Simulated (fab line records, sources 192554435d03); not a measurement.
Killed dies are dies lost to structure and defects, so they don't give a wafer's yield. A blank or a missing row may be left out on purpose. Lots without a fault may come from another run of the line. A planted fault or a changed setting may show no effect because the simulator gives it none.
Chamber matching | flow n5_finfet | N5_BEOL_M7_ETCH_65 on rie_diel-05: 4 sister chambers
The step etches SiARC in CF4, target depth 15.6 nm, time 26 s. 16 wafers are shown with their chamber, then 8 later ones without.

WAFERS WITH THEIR CHAMBER
wafer  | chamber | drypump_motor_current_A (A) | showerhead_plenum_p_Torr (Torr) | throttle_valve_pct (%)
L074.4 | 2       | 5.8                         | 2.12                            | 15.68
L074.5 | 1       | 5.2                         | 2.14                            | 15.37
L074.6 | 0       | 5.4                         | 2.28                            | 15.52
L075.2 | 3       | 5.6                         | 2.13                            | 15.78
L075.4 | 2       | 5.9                         | 2.12                            | 15.68
L075.6 | 3       | 5.6                         | 2.13                            | 15.78
L078.2 | 1       | 5.2                         | 2.14                            | 15.39
L078.5 | 3       | 5.6                         | 2.12                            | 15.80
L078.6 | 2       | 5.8                         | 2.12                            | 15.71
L081.2 | 2       | 5.9                         | 2.11                            | 15.72
L081.4 | 3       | 5.6                         | 2.12                            | 15.81
L081.5 | 1       | 5.2                         | 2.13                            | 15.40
L083.1 | 0       | 5.4                         | 2.28                            | 15.56
L083.3 | 2       | 5.8                         | 2.11                            | 15.72
L083.4 | 3       | 5.6                         | 2.12                            | 15.80
L084.2 | 1       | 5.2                         | 2.13                            | 15.42

SIGNATURES (means of the wafers above)
reading                  | chamber 0 | chamber 1 | chamber 2 | chamber 3 | scatter within a chamber
drypump_motor_current_A  | 5.400     | 5.200     | 5.840     | 5.600     | 0.0316
showerhead_plenum_p_Torr | 2.2800    | 2.1350    | 2.1160    | 2.1240    | 0.00532
throttle_valve_pct       | 15.5400   | 15.3950   | 15.7020   | 15.7940   | 0.0194
Rule: a wafer's distance from a chamber is the root of the sum, over the readings, of the square of ((its reading less the chamber's mean) divided by the reading's scatter). The wafer belongs to the nearest chamber; if the next one is less than 2 further off, it can't be placed. The scatter: the root of (the sum of the squares of (reading less its chamber's mean) over the shown wafers, divided by (wafers less chambers)).

WAFERS WITHOUT THEIR CHAMBER
wafer  | drypump_motor_current_A (A) | showerhead_plenum_p_Torr (Torr) | throttle_valve_pct (%)
L084.4 | 5.6                         | 2.12                            | 15.80
L084.6 | 5.2                         | 2.13                            | 15.42
L088.2 | 5.6                         | 2.12                            | 15.81
L088.4 | 5.9                         | 2.11                            | 15.73
L088.5 | 5.6                         | 2.12                            | 15.80
L089.2 | 5.2                         | 2.13                            | 15.42
L089.3 | 5.3                         | 2.28                            | 15.57
L089.5 | 5.9                         | 2.11                            | 15.74

WHICH CHAMBER EACH WENT THROUGH
wafer  | from the rows above | in truth
L084.4 | 3                   | 3
L084.6 | 1                   | 1
L088.2 | 3                   | 3
L088.4 | 2                   | 2
L088.5 | 3                   | 3
L089.2 | 1                   | 1
L089.3 | 0                   | 0
L089.5 | 2                   | 2
Placed correctly: 8 of 8. Can't be placed from these rows: 0. Placed wrongly: 0.
